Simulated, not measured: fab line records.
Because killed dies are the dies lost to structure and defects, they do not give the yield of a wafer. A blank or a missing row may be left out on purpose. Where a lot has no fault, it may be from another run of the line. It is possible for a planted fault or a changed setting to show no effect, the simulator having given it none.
Problem report, 8D (eight disciplines) form, completed by code | flow n5Finfet | the parts of the form that need people (team, actions taken, sign-off) are left out
Where a reading is given only as a bound, like >300, the bound stands for it, and a mean or a difference that rests on one is marked > or <: the true number lies beyond.

## 1. THE ISSUE
At N5_WELL_APT_INSPECT_38, rawDefectCount averages 322 over 6 wafers from 2 lots, while fault-free wafers read 14, standard deviation 5.4. Measured from the usual mean, that is +57 standard deviations.
The step: inspects for defects (darkfield).
Seen first at day 4 04:36 on defectInspect-01, wafer L777.1. The record holds 30 wafers of 10 lots with a number at this step. By rule, "out" or "out of limits" means more than 4 standard deviations away from the usual mean. The other wafers with a number count as sound.

## 2. WHAT IT IS, AND WHAT IT ISN'T
question                    | is                                 | is not
which readings at this step | rawDefectCount                     | -
which lots                  | L777, L779                         | L768, L769, L771, L782, L784, L788, L789, L790
which wafers of those lots  | all that have a number             | -
read on which gauges        | defectInspect-01, defectInspect-02 | -
when                        | from day 4 04:36                   | up to then (9 sound wafers); but 15 sound wafers of L782, L784, L788, L789, L790 came after

## 3. WHAT RULES OUT EACH SUSPECT
Counting: a tool at any process step up to the reading remains a suspect when it ran all the lots that are out and ran no sound lot after the first of those.
- ruled out: the gauge at N5_WELL_APT_INSPECT_38. 2 gauges (defectInspect-01, defectInspect-02) read the wafers that are out.
- wetBench-03 at N5_WELL_APT_PRECLEAN_36 (cleans in O3/DIW, time 45 s): kept. Every lot that is out went through it, starting with L777 (day 4 03:53), and after that it ran no sound lot; the last sound lot it ran before then is L771 (day 2 15:50).
The count leaves wetBench-03 at N5_WELL_APT_PRECLEAN_36.

## 4. THE CAUSE (what the simulator had put in)
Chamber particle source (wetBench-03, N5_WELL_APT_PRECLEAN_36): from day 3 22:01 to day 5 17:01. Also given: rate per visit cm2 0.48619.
The count eliminated every tool but this one.

## 5. SEQUENCE OF EFFECTS, ordered by route
Each row: a reading whose mean over the struck wafers that have a number lies more than 3 standard deviations from the usual. Only readings for which the record gives a usual standard deviation are gone through. hours: the time from each lot's start at the first step in this table that gives one to its start at this step, as a median over the lots. sigmas: the change in usual standard deviations.
hours | step                               | reading          | usual | on struck wafers | change | sigmas
0     | N5_WELL_APT_INSPECT_38             | rawDefectCount   | 14    | 322              | +308   | +57
0     | N5_PMOS_HMC_CHANNEL_EPI_INSPECT_11 | rawDefectCount   | 1.9   | >299             | >+297  | +99 or more
249   | N5_PASSIVATION_PROBE_49            | killedAtFrontEnd | 40    | 141              | +101   | +7.2
249   | N5_PASSIVATION_PROBE_49            | killedDies       | 104   | 202              | +98    | +5.2
Here are the process steps it includes:
- N5_PASSIVATION_PROBE_49

## 6. WHAT WOULD HAVE CAUGHT IT SOONER
In this record the first reading out of limits at a measuring or inspecting step was taken at day 4 04:36, 7 hours after the fault began at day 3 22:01.
Among the 2 lots that are out, L779 began N5_WELL_APT_PRECLEAN_36 on wetBench-03 after day 4 04:36. Had the tool been put on hold then, it would have been spared.
